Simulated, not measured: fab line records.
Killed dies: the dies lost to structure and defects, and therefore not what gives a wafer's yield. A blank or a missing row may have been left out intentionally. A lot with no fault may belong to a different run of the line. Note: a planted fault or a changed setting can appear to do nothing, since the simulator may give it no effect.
Matching of chambers + flow n5_finfet + 4 sister chambers for N5_BEOL_M8_DESCUM_16 on rie_diel-02
The step chemistry O2, time 7.9 s. 16 wafers are shown with their chamber, then 8 later ones without.

== WAFERS WITH THEIR CHAMBER ==
| wafer  | chamber | drypump_motor_current_A (A) | showerhead_plenum_p_Torr (Torr) | throttle_valve_pct (%) |
|--------|---------|-----------------------------|---------------------------------|------------------------|
| L078.3 | 3       | 6.5                         | 2.07                            | 20.26                  |
| L078.4 | 1       | 5.9                         | 2.17                            | 20.33                  |
| L078.6 | 0       | 6.1                         | 2.00                            | 20.43                  |
| L080.1 | 0       | 6.1                         | 2.00                            | 20.43                  |
| L080.2 | 3       | 6.6                         | 2.07                            | 20.26                  |
| L080.3 | 1       | 5.9                         | 2.17                            | 20.33                  |
| L082.2 | 0       | 6.1                         | 1.99                            | 20.43                  |
| L082.3 | 3       | 6.6                         | 2.07                            | 20.28                  |
| L082.6 | 0       | 6.1                         | 1.99                            | 20.43                  |
| L083.1 | 2       | 5.6                         | 2.04                            | 20.15                  |
| L083.3 | 0       | 6.1                         | 1.99                            | 20.44                  |
| L083.6 | 3       | 6.5                         | 2.07                            | 20.26                  |
| L086.2 | 2       | 5.6                         | 2.04                            | 20.15                  |
| L086.4 | 1       | 5.9                         | 2.17                            | 20.36                  |
| L086.6 | 2       | 5.6                         | 2.04                            | 20.15                  |
| L089.1 | 1       | 5.9                         | 2.16                            | 20.37                  |

SIGNATURES (means of the wafers above)
| reading                  | chamber 0 | chamber 1 | chamber 2 | chamber 3 | scatter within a chamber |
|--------------------------|-----------|-----------|-----------|-----------|--------------------------|
| drypump_motor_current_A  | 6.100     | 5.900     | 5.600     | 6.550     | 0.0289                   |
| showerhead_plenum_p_Torr | 1.9940    | 2.1675    | 2.0400    | 2.0700    | 0.00403                  |
| throttle_valve_pct       | 20.4320   | 20.3475   | 20.1500   | 20.2650   | 0.0117                   |
Rule: distance of a wafer from a chamber = root of the sum over the readings of ((wafer's reading minus chamber's mean) / reading's scatter) squared. If the next closest chamber is less than 2 further off than the closest, the wafer can't be placed; otherwise it belongs to the closest. The scatter is the square root of a quotient: the sum, over the shown wafers, of each reading's squared deviation from its chamber's mean, divided by wafers minus chambers.

== WAFERS MISSING THEIR CHAMBER ==
| wafer  | drypump_motor_current_A (A) | showerhead_plenum_p_Torr (Torr) | throttle_valve_pct (%) |
|--------|-----------------------------|---------------------------------|------------------------|
| L089.3 | 6.5                         | 2.06                            | 20.27                  |
| L089.4 | 5.9                         | 2.16                            | 20.35                  |
| L091.3 | 5.9                         | 2.16                            | 20.38                  |
| L091.4 | 5.6                         | 2.03                            | 20.16                  |
| L091.6 | 6.1                         | 2.25                            | 20.06                  |
| L093.1 | 6.1                         | 2.25                            | 20.07                  |
| L093.4 | 6.5                         | 2.06                            | 19.94                  |
| L093.6 | 5.9                         | 2.16                            | 20.39                  |

== WHICH CHAMBER EACH WENT THROUGH ==
| wafer  | from the rows above | in truth                   |
|--------|---------------------|----------------------------|
| L089.3 | 3                   | 3                          |
| L089.4 | 1                   | 1                          |
| L091.3 | 1                   | 1                          |
| L091.4 | 2                   | 2                          |
| L091.6 | 1                   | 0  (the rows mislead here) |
| L093.1 | 1                   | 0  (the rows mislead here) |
| L093.4 | 3                   | 3                          |
| L093.6 | 1                   | 1                          |
6 of 8 placed correctly. Left unplaced by these rows: 0. Number placed wrongly: 2.
